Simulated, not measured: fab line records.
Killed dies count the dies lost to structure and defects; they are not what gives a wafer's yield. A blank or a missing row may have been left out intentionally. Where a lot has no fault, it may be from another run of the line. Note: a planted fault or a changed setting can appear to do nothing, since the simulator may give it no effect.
A lot that was struck, set against a sound lot | flow n5Finfet | 38 out of 1938 route steps
Sound: wafers L343.3, L343.5. Wafers struck: L354.4, L354.5, L354.6. The cause is given at the end.
For every step that has rows: the tool of each side, followed by ch and its chambers, followed by its first start. Under that, the readings that differ: sound wafers | struck wafers | difference of the means | sigmas: that difference in standard deviations of wafers without a fault.
alike: same words and numbers on both sides, and readings whose means sit less than 2 such deviations apart. not compared: any withheld reading, any reading some wafer has no value for, any bound like >300 that may hide the same value, and any number with overlapping values for which the record gives no deviation.
A row with sigmas, a row that says differs or no value, or rows on one side alone: a step with any of these is where the two part. Numbers that have no deviation but don't overlap get no sigmas and don't part them. Lack of a reading on every wafer of one side parts them only where that side has two or more wafers.

first, 11 steps without rows for these wafers: N5_BEOL_M13_ETCH_59 (etches BARC in N2/H2, target depth 89 nm, overetch 26.7 nm, time 67.9 s); N5_BEOL_M13_VIA_ETCH_16 (etches SiOC in C4F8/O2/Ar, target depth 921.7 nm); N5_BEOL_M13_STRIP_63 (strips in N2/H2); N5_BEOL_M13_STRIP_64 (strips in N2/H2); N5_BEOL_M13_STRIP_71 (strips in post etch residue remover, time 60 s); N5_BEOL_M13_SRD_72 (time 30 s, dry time 30 s); N5_BEOL_M13_COAT_65 (time 60 s, resist thk 350 nm); N5_BEOL_M13_COAT_66 (time 60 s, resist thk 110 nm); N5_BEOL_M13_COAT_22 (resist thk 300 nm); N5_BEOL_M13_EBR_24; N5_BEOL_M13_SOFTBAKE_23 (time 60 s).
N5_BEOL_M13_EXPOSE_25: exposes mask M13, target cd 210 nm.
  sound on krfScanner-02 ch 0, day 11 03:52; struck on krfScanner-02 ch 0, day 14 02:33
reading           | sound         | struck               | difference | sigmas
exposureDoseMJCm2 | 22.011 21.959 | 25.052 25.021 25.019 | +3.046     | +99 or more
  alike: mask, stageVelMmS
then, 3 steps without rows for these wafers: N5_BEOL_M13_PEB_26 (peb time 90 s); N5_BEOL_M13_DEVELOP_27 (develop time 45 s); N5_BEOL_M13_HARDBAKE_32 (time 120 s).
N5_BEOL_M13_CD_MEAS_28: the cd target is 209.5 nm.
  sound on cdSem-01 ch 0, day 11 04:02; struck on cdSem-03 ch 0, day 14 02:43
reading   | sound       | struck            | difference | sigmas
cdNm (nm) | 209.9 210.9 | 222.3 222.8 222.6 | +12.2      | +9
N5_BEOL_M13_DESCUM_33: chemistry O2, time 7.9 s.
  sound on rieDiel-02 ch 0,3, day 11 04:24; struck on rieDiel-01 ch 1,2,3, day 14 02:47
reading                  | sound     | struck            | difference | sigmas
model.BEOL_M13.cdNm (nm) | 210 210.8 | 222.2 222.6 222.4 | +12.0      | 
  alike: drypumpMotorCurrentA, oesProductAu, rfVppV, showerheadPlenumPTorr, throttleValvePct
  not compared: rfHoursCounterH
then, 6 steps without rows for these wafers: N5_BEOL_M13_ETCH_67 (etches SiARC in CF4, target depth 143 nm, time 238.3 s); N5_BEOL_M13_ETCH_68 (etches SOC in N2/H2, time 355 s); N5_BEOL_M13_STRIP_69 (strips in N2/H2); N5_BEOL_M13_TRENCH_ETCH_34 (etches SiOC in C4F8/O2/Ar, target depth 413.47 nm, time 162.6 s); N5_BEOL_M13_STRIP_70 (strips in C4F8/O2/Ar); N5_BEOL_M13_STRIP_37 (strips in N2/H2).
N5_BEOL_M13_ETCH_38: etches SiCN in CF4/N2, target depth 67.5 nm, time 71.9 s.
  sound on rieDiel-02 ch 0,1, day 11 06:19; struck on rieDiel-02 ch 0,1,3, day 14 04:34
reading                  | sound     | struck            | difference | sigmas
model.BEOL_M13.cdNm (nm) | 209.2 208 | 222.8 219.6 223.8 | +13.5      | 
  alike: drypumpMotorCurrentA, oesProductAu, rfVppV, showerheadPlenumPTorr, throttleValvePct
  not compared: rfHoursCounterH
then, 12 steps without rows for these wafers: N5_BEOL_M13_PRECLEAN_39 (cleans in residue remover, time 60 s); N5_BEOL_M13_SRD_40 (time 30 s, dry time 30 s); N5_BEOL_M13_DEGAS_41 (time 60 s); N5_BEOL_M13_PRE_CLEAN_42 (time 30 s); N5_BEOL_M13_SPUTTER_43 (material TaN, target thk 15 nm, time 24.19 s); N5_BEOL_M13_SPUTTER_44 (material Ta, target thk 10 nm, time 16.13 s); N5_BEOL_M13_SPUTTER_45 (material Cu, target thk 80 nm, time 13.33 s); N5_BEOL_M13_ECD_47 (material Cu, target thk 936 nm); N5_BEOL_M13_ANNEAL_48 (time 90 s); N5_BEOL_M13_CMP_49 (polishes, stops on SiOC, t overpolish 17.1 s, target thk 420 nm); N5_BEOL_M13_PRE_CLEAN_52 (time 15 s); N5_BEOL_M13_DEP_53 (deposits SiCN from 3MS/NH3, target thk 50 nm, time 17.8 s).
N5_BEOL_M15_RC_MEAS_101:
  sound on prober-01 ch 0, day 12 00:46; struck on prober-01 ch 0, day 14 17:42
reading                    | sound       | struck            | difference | sigmas
SERP_M13 (ohm/um)          | 0.316 0.317 | 0.283 0.291 0.289 | -0.029     | -4
SERP_M13_max_site (ohm/um) | 0.321 0.320 | 0.285 0.294 0.291 | -0.031     | -4
  alike: COMB_M10, COMB_M11, COMB_M11_max_site, COMB_M12, COMB_M13, COMB_M14, COMB_M15, COMB_M5, COMB_M6, COMB_M7, COMB_M8, COMB_M9, SERP_M10, SERP_M11, SERP_M12, SERP_M14, SERP_M5, SERP_M5_max_site, SERP_M6, SERP_M7, SERP_M8
following that, these wafers have no rows for 1 step: N5_PASSIVATION_PROBE_49.

== WHERE THEY PART ==
Earliest at N5_BEOL_M13_EXPOSE_25; latest, in this record, at N5_BEOL_M15_RC_MEAS_101.

WHY: what the simulator had put in
Process parameter drift: krfScanner-02, from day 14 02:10 on, at N5_BEOL_M13_EXPOSE_25. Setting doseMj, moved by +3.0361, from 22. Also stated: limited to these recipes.
